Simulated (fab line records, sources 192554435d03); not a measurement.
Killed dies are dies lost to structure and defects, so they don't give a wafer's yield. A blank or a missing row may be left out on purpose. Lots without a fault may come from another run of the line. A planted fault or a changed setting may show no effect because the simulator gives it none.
Chamber matching | flow n5_finfet | N5_GATE_CUT_DESCUM_18 on rie_diel-06: 4 sister chambers
The step chemistry O2, time 7 s. 8 wafers are shown with their chamber, then 7 later ones without.

WAFERS WITH THEIR CHAMBER
wafer  | chamber | drypump_motor_current_A (A) | showerhead_plenum_p_Torr (Torr)
L076.5 | 1       | 5.4                         | 2.12
L079.1 | 0       | 6.1                         | 2.21
L079.6 | 0       | 6.1                         | 2.21
L082.1 | 3       | 5.7                         | 2.01
L082.2 | 2       | 6.2                         | 2.17
L082.5 | 1       | 5.4                         | 2.11
L088.1 | 3       | 5.7                         | 2.00
L088.2 | 2       | 6.3                         | 2.16

WAFERS WITHOUT THEIR CHAMBER
wafer  | drypump_motor_current_A (A) | showerhead_plenum_p_Torr (Torr)
L088.4 | 6.1                         | 2.20
L089.3 | 5.3                         | 2.11
L089.5 | 5.3                         | 2.11
L089.6 | 6.1                         | 2.20
L097.3 | 5.3                         | 2.10
L097.5 | 6.1                         | 2.20
L097.6 | 5.4                         | 2.10

WHICH CHAMBER EACH WENT THROUGH
wafer  | from the rows above | in truth
L088.4 | 0                   | 0
L089.3 | 1                   | 1
L089.5 | 1                   | 1
L089.6 | 0                   | 0
L097.3 | 1                   | 1
L097.5 | 0                   | 0
L097.6 | 1                   | 1
Placed correctly: 7 of 7. Can't be placed from these rows: 0. Placed wrongly: 0.
How it was worked out, from the rows above alone: a wafer's distance from a chamber is the root of the sum, over the readings, of the square of ((its reading less the chamber's mean) divided by the reading's scatter). The wafer belongs to the nearest chamber; if the next one is less than 2 further off, it can't be placed. A chamber's mean is the mean of its shown wafers. The scatter: the root of (the sum of the squares of (reading less its chamber's mean) over the shown wafers, divided by (wafers less chambers)).
